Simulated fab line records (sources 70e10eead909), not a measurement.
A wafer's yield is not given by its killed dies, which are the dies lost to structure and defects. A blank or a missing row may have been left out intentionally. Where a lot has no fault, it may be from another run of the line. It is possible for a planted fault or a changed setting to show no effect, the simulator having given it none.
Which of the tools did it? + flow nand_harc + 18 wafers from 6 lots sampled at 5 of the route's 1302 steps

WHAT THE GAUGES SHOWED, per wafer
NHARC_END_SORT_01.
lot + measured + on + killed_at_array

WHAT TOOL EACH LOT RAN ON (gives the tool, then ch and the chambers of the sampled wafers, and finally the start)
| lot  | NHARC_A_STAIRCASE_STRIP_316        | NHARC_A_BONDPAD_PVD_27                  | NHARC_THIN_TSV_ETCHBACK_48         | NHARC_THIN_TSV_PRE_CLEAN_54  |
|------|------------------------------------|-----------------------------------------|------------------------------------|------------------------------|
| L142 | rie_diel-05 ch 1,2, day 17 09:32   | pvd_sputter-02, day 24 00:11 or earlier | rie_diel-02 ch 1,2,3, day 24 00:11 | pvd_sputter-03, day 24 02:50 |
| L146 | rie_diel-01 ch 0,3, day 18 18:58   | pvd_sputter-03, day 25 04:33 or earlier | rie_diel-02 ch 0,1,3, day 25 04:33 | pvd_sputter-03, day 25 07:07 |
| L148 | rie_diel-01 ch 0,1,2, day 19 17:44 | pvd_sputter-03, day 26 11:18 or earlier | rie_diel-13 ch 0,1,2, day 26 11:18 | pvd_sputter-03, day 26 13:53 |
| L152 | rie_diel-01 ch 0,1,2, day 21 10:59 | pvd_sputter-01, day 28 13:01 or earlier | rie_diel-09 ch 0,2,3, day 28 13:01 | pvd_sputter-02, day 28 15:32 |
| L162 | rie_diel-10 ch 0,1,2, day 25 12:03 | pvd_sputter-01, day 32 08:23 or earlier | rie_diel-09 ch 0,3, day 32 08:23   | pvd_sputter-01, day 32 10:58 |
| L164 | rie_diel-10 ch 2,3, day 25 14:02   | pvd_sputter-02, day 32 16:28 or earlier | rie_diel-09 ch 0,2, day 32 16:28   | pvd_sputter-03, day 32 19:10 |
- NHARC_A_STAIRCASE_STRIP_316: strips in O2.
- NHARC_A_BONDPAD_PVD_27: deposits Cu, target thk 30 nm, time 20.49 s.
- NHARC_THIN_TSV_ETCHBACK_48: etches the open film in C4F8/Ar, target depth 1028.5 nm, time 405.17 s.
- NHARC_THIN_TSV_PRE_CLEAN_54: time 30 s.

THE ANSWER, worked out from the rows above alone
Rule: usual is defined by the lots themselves. The widest of any qualifying gaps counts: lots, ordered by their means at a reading, are off when they make up no more than a third of the lots, leave a main group of 4 or more, and stand apart from it by 3 or more times the standard deviation of that group's means. If all means in a main group match to the digits the tables above print for the reading, that group is not used. A lot without any number at a reading at which 4 lots or more have one is off too. Any other lot the step has rows for is counted as sound.
No lot is off at any reading shown: from this, nothing can be told.

WHAT WAS PUT IN BY THE SIMULATOR
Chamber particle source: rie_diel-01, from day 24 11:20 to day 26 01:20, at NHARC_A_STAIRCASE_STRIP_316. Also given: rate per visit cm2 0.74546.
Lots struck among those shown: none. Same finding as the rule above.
